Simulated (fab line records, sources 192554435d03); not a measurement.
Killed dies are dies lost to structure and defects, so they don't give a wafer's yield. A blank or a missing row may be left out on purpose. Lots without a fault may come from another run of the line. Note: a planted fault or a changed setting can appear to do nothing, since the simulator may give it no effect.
fab line records	flow n5Finfet
record lots=5	wafers=15	lastDay=17
route steps=1938 shown STI_FIN_REVEAL@203 DUMMY_GATE@212 BEOL_M4@1111 PASSIVATION@1936
lots with no fault: from the same line, run without faults
startH: hours from the record's first day to the start of the lot's first wafer shown	waitH: hours from the lot's prior step to this one	" identical to the entry in the row above	L1.1+2: several wafers, shown together as one row	- no value present, or no start provided	* or withheld: withheld	< > ~ a bound
route shown NAME@n: a module of which the file shows steps, and the number in the route of the first	usual: mean/standard deviation taken from wafers without a fault	same: alike in all rows	chamber/n: place in a boat	sites: each site's reading	_std_site: how widely they spread, as a standard deviation	_edge_site: outer sites' mean less inner sites'	radiusMm: for every site, how far away it sits from the centre of the wafer	mask NAME#n: copy n	behind: the tool/chamber that last shaped the wafer	hold: what put the lot on hold/how long, in hours/how the hold closed	device: whichever transistor did not switch (one of n, p or np)	end of line: the route-end tests of the same wafers	for a step that has no rows: nothing shown but its recipe	killed: at the first sort, the dies lost to defects and structure; wafer yield is something else	map: dies across one wafer; x = killed, . = not, _ = none there
set.NAME: the setting that was run; set.NAME@STEP: the one run at that earlier step	model.NAME: the simulator's own value behind a step, which no gauge read
lots seen at some steps along the route; tables by step, rows by wafer
services: from which hour (startH, from the record's first day; less than 0 if before it) a tool's chamber was out of use, for how many hours, and why
## steps
# step N5_STI_FIN_REVEAL_SRD_21
# recipe dry=ipaMarangoni	timeS=30	tempC=23	rinseLiquid=diw
# step N5_STI_FIN_REVEAL_OXIDATION_33
# recipe chemistry=O2_PLASMA_REMOTE	tempC=150	timeS=20	pressureMtorr=1000	sourcePowerW=2000	o2FlowSccm=3000
# usual drypumpMotorCurrentA=5.8/0.33	heaterPowerW=137/14
lot.wafer	tool	chamber	startH	waitH	drypumpMotorCurrentA	heaterPowerW	rfHoursCounterH
L108.3	plasmaAsher-01	1	50.97	0.0	5.6	113	-
L108.4	"	0	"	"	5.2	156	-
L108.6	"	1	"	"	5.7	110	-
L112.2	plasmaAsher-02	1	73.94	0.1	5.8	135	86
L112.4	"	0	"	"	6.1	143	-
L112.5	"	0	"	"	6.1	140	-
L120.3	plasmaAsher-02	0	120.97	0.0	6.2	142	-
L120.4	"	1	"	"	5.8	136	-
L120.6	"	1	"	"	5.9	138	-
L121.2	plasmaAsher-02	0	128.17	0.0	6.1	144	99
L121.5	"	0	"	"	6.1	139	-
L121.6	"	1	"	"	5.8	136	-
L126.2	plasmaAsher-01	0	156.58	0.1	5.2	155	50
L126.3	"	1	"	"	5.6	111	-
L126.4	"	0	"	"	5.2	157	-
# step N5_STI_FIN_REVEAL_CLEAN_19
# recipe chemistry=O3/DIW	tempC=25	timeS=120	o3Ppm=10
# step N5_STI_FIN_REVEAL_SRD_23
# recipe dry=ipaMarangoni	timeS=30	tempC=23	rinseLiquid=diw
# step N5_STI_FIN_REVEAL_CD_MEAS_22
# recipe targetCdNm=6.238	pitchNm=28	polarity=line
# usual cdNm=6.34/0.26
lot.wafer	tool	chamber	startH	waitH	cdNm
L108.3	cdSem-03	-	51.12	0.0	6.63
L108.4	"	-	"	"	6.16
L108.6	"	-	"	"	6.38
L112.2	cdSem-02	-	74.11	0.0	6.26
L112.4	"	-	"	"	6.10
L112.5	"	-	"	"	6.32
L120.3	cdSem-02	-	121.12	0.0	6.42
L120.4	"	-	"	"	6.38
L120.6	"	-	"	"	6.25
L121.2	cdSem-01	-	128.34	0.0	7.02
L121.5	"	-	"	"	6.54
L121.6	"	-	"	"	6.32
L126.2	cdSem-02	-	156.75	0.0	5.81
L126.3	"	-	"	"	6.17
L126.4	"	-	"	"	5.97
# step N5_STI_FIN_REVEAL_FIN_H_MEAS_10
# usual trenchDepthNm=51.8/0.77
lot.wafer	tool	chamber	startH	waitH	trenchDepthNm
L108.3	ocd-02	-	51.15	0.0	51.4
L108.4	"	-	"	"	50.7
L108.6	"	-	"	"	51.5
L112.2	ocd-01	-	74.14	0.0	51.0
L112.4	"	-	"	"	50.0
L112.5	"	-	"	"	50.9
L120.3	ocd-01	-	121.15	0.0	53.2
L120.4	"	-	"	"	51.9
L120.6	"	-	"	"	53.0
L121.2	ocd-02	-	128.37	0.0	52.5
L121.5	"	-	"	"	53.1
L121.6	"	-	"	"	52.7
L126.2	ocd-01	-	156.78	0.0	52.0
L126.3	"	-	"	"	52.9
L126.4	"	-	"	"	52.3
# step N5_STI_FIN_REVEAL_PRECLEAN_18
# recipe chemistry=SC2	timeS=45	tempC=35	mix=1:1:50
# step N5_STI_FIN_REVEAL_SRD_28
# recipe dry=ipaMarangoni	timeS=30	tempC=23	rinseLiquid=diw
# step N5_STI_FIN_REVEAL_INSPECT_13
# recipe inspectInstrument=darkfield	mode=postClean
# usual rawDefectCount=12/5.2
lot.wafer	tool	chamber	startH	waitH	rawDefectCount
L108.3	defectInspect-02	-	51.24	0.0	12
L108.4	"	-	"	"	8
L108.6	"	-	"	"	5
L112.2	defectInspect-01	-	74.22	0.0	14
L112.4	"	-	"	"	21
L112.5	"	-	"	"	15
L120.3	defectInspect-01	-	121.24	0.0	21
L120.4	"	-	"	"	20
L120.6	"	-	"	"	7
L121.2	defectInspect-02	-	128.45	0.0	14
L121.5	"	-	"	"	3
L121.6	"	-	"	"	15
L126.2	defectInspect-01	-	156.87	0.0	19
L126.3	"	-	"	"	9
L126.4	"	-	"	"	8
# step N5_DUMMY_GATE_PRECLEAN_00
# recipe chemistry=O3/DIW	timeS=60	tempC=22	o3Ppm=10
# step N5_DUMMY_GATE_SRD_01
# recipe timeS=30	tempC=23	rinseLiquid=diw	dry=ipaMarangoni
# step N5_DUMMY_GATE_ALD_02
# recipe material=SiO2	targetThkA=20	tempC=300	aldPrecursorFamily=BDEAS	aldCoReactant=O2-plasma	pulseTimeS=1	pressureTorr=2
# usual heaterPowerW=486/39	precursorPulseHeightRel=1.001/0.02
lot.wafer	tool	chamber	startH	waitH	heaterPowerW	precursorPulseHeightRel
L108.3	aldSin-04	2	51.33	0.0	559	1.000
L108.4	"	0	"	"	505	0.963
L108.6	"	1	"	"	466	0.982
L112.2	aldSin-03	1	74.32	0.0	445	1.009
L112.4	"	0	"	"	427	0.999
L112.5	"	2	"	"	467	1.023
L120.3	aldSin-02	1	121.33	0.0	480	1.006
L120.4	"	3	"	"	446	0.983
L120.6	"	1	"	"	470	1.031
L121.2	aldSin-04	2	128.55	0.0	563	1.014
L121.5	"	1	"	"	463	0.971
L121.6	"	2	"	"	554	1.023
L126.2	aldSin-02	0	156.96	0.0	541	1.006
L126.3	"	1	"	"	463	0.940
L126.4	"	3	"	"	450	1.015
# step N5_DUMMY_GATE_CVD_03
# recipe material=a-Si	targetThkA=1500	tempC=530	precursor=SiH4	timeS=8042
lot.wafer	tool	chamber	startH	waitH	model.a-Si_of_DUMMY_GATE_CVD_03.thkNm
L108.3	lpcvd-01	1/50	51.44	0.1	146.6
L108.4+6	"	1/54,1/64	"	"	146.8
L112.2	lpcvd-02	1/95	74.42	0.1	110.8
L112.4	"	1/104	"	"	111.2
L112.5	"	1/109	"	"	110.6
L120.3+4+6	lpcvd-02	0/50,0/54,0/64	121.43	0.1	148
L121.2	lpcvd-02	0/70	128.66	0.1	148.8
L121.5	"	0/84	"	"	149.6
L121.6	"	0/89	"	"	150.4
L126.2	lpcvd-01	0/20	157.06	0.1	146.6
L126.3	"	0/25	"	"	147.6
L126.4	"	0/29	"	"	148.4
# step N5_DUMMY_GATE_PRECLEAN_46
# recipe chemistry=DIW	timeS=89.5	tempC=23
# step N5_DUMMY_GATE_SRD_47
# recipe dryTimeS=32	dry=n2Spin	spinRpm=1500
# step N5_DUMMY_GATE_CMP_04
# recipe material=a-Si	postCmpClean=alkalineBrush
# usual motorCurrentA=10.4/0.89	timeToEndpointS=13.8/2.4
lot.wafer	tool	chamber	startH	waitH	motorCurrentA	timeToEndpointS
L108.4	cmp-04	3	55.18	0.0	9.6	13.5
L108.3	"	0	"	"	11.6	12.6
L108.6	"	3	"	"	9.8	13.7
L112.2	cmp-02	1	80.01	0.1	9.9	7.4
L112.4	"	2	"	"	10.2	3.8
L112.5	"	0	"	"	9.9	5.7
L120.4	cmp-02	0	125.20	0.1	9.7	14.4
L120.3	"	2	"	"	10.7	13.3
L120.6	"	0	"	"	9.9	16.0
L121.2	cmp-04	0	132.39	0.0	10.7	11.7
L121.5	"	0	"	"	12.4	10.8
L121.6	"	1	"	"	9.4	8.7
L126.4	cmp-02	2	160.80	0.0	10.2	11.1
L126.2	"	3	"	"	9.1	11.7
L126.3	"	0	"	"	10.1	13.0
# step N5_BEOL_M4_RC_MEAS_101
# usual DIBL_N=36.7/1.8	DIBL_P=37.0/2.4	IOFF_N=0.17/0.036	IOFF_P=0.22/0.042	ION_N=673/12	ION_P=462/8.5	SS_N=71.7/0.62	SS_P=73.4/0.65	VT_N=250/3.7	VT_P=-250/3.7
lot.wafer	tool	chamber	startH	waitH	DIBL_N[mV/V]	DIBL_P[mV/V]	IOFF_N[nA/um]	IOFF_P[nA/um]	ION_N[uA/um]	ION_P[uA/um]	SS_N[mV/dec]	SS_P[mV/dec]	VT_N[mV]	VT_P[mV]
L108.3	prober-02	0	196.30	0.3	37.1	36.1	0.16	0.19	673	457	72.1	73.2	252	-254
L108.4	"	0	"	"	35.2	33.7	0.12	0.16	646	448	72.2	72.8	257	-255
L108.6	"	0	"	"	37.5	36.6	0.17	0.20	672	455	72.3	74.3	252	-251
L121.2	prober-02	0	270.03	0.2	39.2	42.2	0.26	0.34	694	479	71.5	74.5	244	-242
L121.5	"	0	"	"	38.5	41.4	0.24	0.31	704	479	72.3	73.5	242	-242
L121.6	"	0	"	"	38.1	39.3	0.20	0.28	684	472	71.8	73.9	247	-245
L120.3	prober-01	0	280.53	0.3	39.1	41.4	0.23	0.28	696	470	72.7	74.9	245	-249
L120.4	"	0	"	"	35.6	36.4	0.15	0.18	664	452	72.0	73.4	252	-254
L120.6	"	0	"	"	34.9	35.6	0.14	0.18	665	453	71.6	73.1	252	-257
L126.2	prober-01	0	300.70	0.2	37.6	36.2	0.17	0.22	675	459	71.5	73.6	249	-252
L126.3	"	0	"	"	34.7	33.3	0.13	0.17	675	459	71.0	72.9	255	-252
L126.4	"	0	"	"	32.5	30.5	0.11	0.15	664	456	70.4	72.1	254	-257
# step N5_PASSIVATION_PROBE_49
# usual defectLimitedYield=91.1/1.4	killed_at_M0_to_M3=32/9.3	killed_at_M4_up=13/5.8	killedAtContacts=12/6.3	killedAtFrontEnd=44/12	killedAtOther=3.6/2.7	killedDies=104/17	killedOnRim=14/3.9	killedOpen=69/13	killedShort=34/6.9	sort_bin_4_leakage=0.00/0.031	sort_bin_5_function=5.2/0.98	sort_bin_6_memory=3.3/0.59	sortNPass=1075/17	sortYieldPct=91.1/1.4
# same grossDies=1180	killedAtBackSide=0	sort_bin_8_speed[%]=0
lot.wafer	tool	chamber	startH	waitH	defectLimitedYield[%]	killed_at_M0_to_M3	killed_at_M4_up	killedAtContacts	killedAtFrontEnd	killedAtOther	killedDies	killedOnRim	killedOpen	killedShort	sort_bin_4_leakage[%]	sort_bin_5_function[%]	sort_bin_6_memory[%]	sortNPass	sortYieldPct[%]
L108.3	prober-02	-	302.04	0.1	91.8	25	20	12	32	8	97	13	67	27	0	5.5	2.4	1083	91.8
L108.4	prober-02	-	302.09	0.2	92.2	16	18	13	40	5	92	18	61	31	0	4.3	3.2	1088	92.2
L108.6	prober-02	-	302.19	0.3	90.1	18	22	30	43	4	117	11	82	34	0	6.2	3.4	1063	90.1
L112.2	prober-01	-	336.58	0.1	0	28	14	14	1121	3	1180	152	91	43	0	96.0	3.6	0	0
L112.4	prober-01	-	336.68	0.2	0	31	12	10	1124	3	1180	152	75	40	0	95.8	3.6	0	0
L112.5	prober-01	-	336.73	0.2	0	38	11	13	1116	2	1180	152	71	33	0	96.0	3.5	0	0
# killed by level:class
L108.3 MOL_CONTACT_COAG:geometricParticle:open=10 FIN_SAQP:geometricParticle:open=8 BEOL_M0_SAQP:geometricParticle:open=7 DUMMY_GATE:geometricParticle:open=6 BEOL_M4:geometricParticle:open=6 STI_FIN_REVEAL:geometricParticle:open=5 BEOL_M3:geometricParticle:open=5 GATE_CUT:geometricParticle:short=4
L108.4 FIN_SAQP:geometricParticle:open=16 MOL_CONTACT_COAG:geometricParticle:open=11 FIN_SAQP:geometricParticle:short=10 BEOL_M4:geometricParticle:open=8 DUMMY_GATE:geometricParticle:open=4 BEOL_M1:geometricParticle:open=4 BEOL_M5:geometricParticle:open=3 GATE_CUT:geometricParticle:short=2
L108.6 MOL_CONTACT_COAG:geometricParticle:open=25 FIN_SAQP:geometricParticle:open=12 DUMMY_GATE:geometricParticle:open=7 BEOL_M4:geometricParticle:open=7 MOL_CONTACT_COAG:geometricParticle:short=5 STI_FIN_REVEAL:geometricParticle:open=5 BEOL_M0_SAQP:geometricParticle:short=5 BEOL_M4:geometricParticle:short=5
L112.2 DUMMY_GATE:areaCvd=1045 STI_FIN_REVEAL:geometricParticle:open=26 MOL_CONTACT_COAG:geometricParticle:open=9 BEOL_M2:geometricParticle:open=9 FIN_SAQP:geometricParticle:open=8 STI_FIN_REVEAL:geometricParticle:short=8 FIN_SAQP:geometricParticle:short=7 DUMMY_GATE:geometricParticle:open=5
L112.4 DUMMY_GATE:areaCvd=1062 STI_FIN_REVEAL:geometricParticle:open=20 FIN_SAQP:geometricParticle:open=11 FIN_SAQP:geometricParticle:short=8 STI_FIN_REVEAL:geometricParticle:short=8 MOL_CONTACT_COAG:geometricParticle:open=8 BEOL_M0_SAQP:geometricParticle:short=8 BEOL_M4:geometricParticle:open=6
L112.5 DUMMY_GATE:areaCvd=1072 STI_FIN_REVEAL:geometricParticle:open=15 BEOL_M2:geometricParticle:open=13 MOL_CONTACT_COAG:geometricParticle:open=9 BEOL_M0_SAQP:geometricParticle:short=9 FIN_SAQP:geometricParticle:open=5 STI_FIN_REVEAL:geometricParticle:short=4 SPACER0:geometricParticle:short=4
# map L112.2 (x killed, . not)
_________________xxxxxxxxxxxx________________
______________xxxxxxxxxxxxxxxxxx_____________
___________xxxxxxxxxxxxxxxxxxxxxxxx__________
__________xxxxxxxxxxxxxxxxxxxxxxxxxx_________
________xxxxxxxxxxxxxxxxxxxxxxxxxxxxxx_______
_______xxxxxxxxxxxxxxxxxxxxxxxxxxxxxxxx______
______xxxxxxxxxxxxxxxxxxxxxxxxxxxxxxxxxx_____
_____xxxxxxxxxxxxxxxxxxxxxxxxxxxxxxxxxxxx____
____xxxxxxxxxxxxxxxxxxxxxxxxxxxxxxxxxxxxxx___
___xxxxxxxxxxxxxxxxxxxxxxxxxxxxxxxxxxxxxxxx__
___xxxxxxxxxxxxxxxxxxxxxxxxxxxxxxxxxxxxxxxx__
__xxxxxxxxxxxxxxxxxxxxxxxxxxxxxxxxxxxxxxxxxx_
__xxxxxxxxxxxxxxxxxxxxxxxxxxxxxxxxxxxxxxxxxx_
_xxxxxxxxxxxxxxxxxxxxxxxxxxxxxxxxxxxxxxxxxxxx
_xxxxxxxxxxxxxxxxxxxxxxxxxxxxxxxxxxxxxxxxxxxx
_xxxxxxxxxxxxxxxxxxxxxxxxxxxxxxxxxxxxxxxxxxxx
_xxxxxxxxxxxxxxxxxxxxxxxxxxxxxxxxxxxxxxxxxxxx
_xxxxxxxxxxxxxxxxxxxxxxxxxxxxxxxxxxxxxxxxxxxx
_xxxxxxxxxxxxxxxxxxxxxxxxxxxxxxxxxxxxxxxxxxxx
_xxxxxxxxxxxxxxxxxxxxxxxxxxxxxxxxxxxxxxxxxxxx
_xxxxxxxxxxxxxxxxxxxxxxxxxxxxxxxxxxxxxxxxxxxx
__xxxxxxxxxxxxxxxxxxxxxxxxxxxxxxxxxxxxxxxxxx_
__xxxxxxxxxxxxxxxxxxxxxxxxxxxxxxxxxxxxxxxxxx_
___xxxxxxxxxxxxxxxxxxxxxxxxxxxxxxxxxxxxxxxx__
___xxxxxxxxxxxxxxxxxxxxxxxxxxxxxxxxxxxxxxxx__
____xxxxxxxxxxxxxxxxxxxxxxxxxxxxxxxxxxxxxx___
_____xxxxxxxxxxxxxxxxxxxxxxxxxxxxxxxxxxxx____
______xxxxxxxxxxxxxxxxxxxxxxxxxxxxxxxxxx_____
_______xxxxxxxxxxxxxxxxxxxxxxxxxxxxxxxx______
________xxxxxxxxxxxxxxxxxxxxxxxxxxxxxx_______
__________xxxxxxxxxxxxxxxxxxxxxxxxxx_________
___________xxxxxxxxxxxxxxxxxxxxxxxx__________
______________xxxxxxxxxxxxxxxxxx_____________
_________________xxxxxxxxxxxx________________
# map L121.5 (x killed, . not)
_________________.x....x..x..________________
______________..........x......._____________
___________..x......x...x...x...xxx__________
__________......x.x.........x......._________
________....x...x.x.x...x.....x......x_______
_______...............................x______
______..................x..............._____
_____..................x............x....____
____......................................___
___.x.x.....................x.............x__
___..........x.........x...................__
__....x..........x..x.....x................._
__..x.............................x..x......_
_............................x...............
_.x..........x....x...x.........x.xx.....x...
_...........x......x......x............x.....
_............x...........x..xxx.....x.......x
_.xx.........x.................x.x........x..
_........................x...............x.x.
_............x..x....xx....x...x...x.........
_...............x...........................x
__..........................x..xx..........._
__..........................x..............._
___............x..x..x.....................__
___....................x........x..........__
____.........x..x..xx..........x.x.....x..___
_____x.x........x.......x..x............x____
______x.xx...........x...x...x......x..._____
_______....................x.......x...______
________...............x......x.x....._______
__________.........................._________
___________................x.......__________
______________..........x......._____________
_________________......x....x________________
## services
tool	chamber	startH	hours	kind
aldSin-02	-	28.64	12.0	repair
cmp-02	-	31.20	0.6	repair
cmp-04	-	36.42	4.5	pm
cmp-02	-	52.54	1.1	repair
cmp-02	-	54.17	0.5	repair
plasmaAsher-01	-	71.98	14.6	pm
aldSin-02	1	85.55	8.5	repair
aldSin-03	3	87.77	16.2	repair
cmp-04	-	94.88	1.7	repair
cmp-02	-	96.15	0.2	repair
cmp-02	-	112.12	4.4	pm
aldSin-02	-	122.03	1.1	repair
plasmaAsher-01	-	138.79	1.2	repair
cmp-04	-	141.14	4.0	pm
cmp-04	-	145.14	-	consumableReplace:conditioner
cmp-04	-	145.14	-	consumableReplace:pad
aldSin-02	-	148.80	0.9	repair
lpcvd-01	-	149.20	2.7	pm
cmp-02	-	150.48	1.0	repair
## key
firstSign step=N5_DUMMY_GATE_CMP_04	reading=timeToEndpointS	direction=down	sigmas=3.4	usual=*	struck=*
effect step=N5_PASSIVATION_PROBE_49	reading=sort_bin_5_function	direction=up	sigmas=92	usual=5.2	struck=95.9
modelEffect step=N5_DUMMY_GATE_CVD_03	value=a-Si_of_DUMMY_GATE_CVD_03.thkNm	without=150.4	struck=110.9
moreKillsBornAt N5_DUMMY_GATE_CVD_03@lpcvd-02=3179
metAt N5_DUMMY_GATE_CVD_03
struckWafers L112.2,L112.4,L112.5
laterRowsLeftOut L112.2,L112.4,L112.5
alsoFits N5_DUMMY_GATE_ALD_02:aldSin-03
earlierFault kind=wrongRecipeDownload	tool=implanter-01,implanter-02	chamber=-	onsetH=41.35	steps=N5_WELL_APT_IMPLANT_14	wrongRecipe.notListed=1
fault kind=processParameterDrift	tool=lpcvd-02	chamber=1	onsetH=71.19	steps=N5_DUMMY_GATE_CVD_03	channel=timeS	offset=*	shape=step	actsIn=*	stated=*
# laterRowsLeftOut: the simulator's readings of these wafers behind a module that went badly wrong aren't trusted and aren't shown, but for the sort
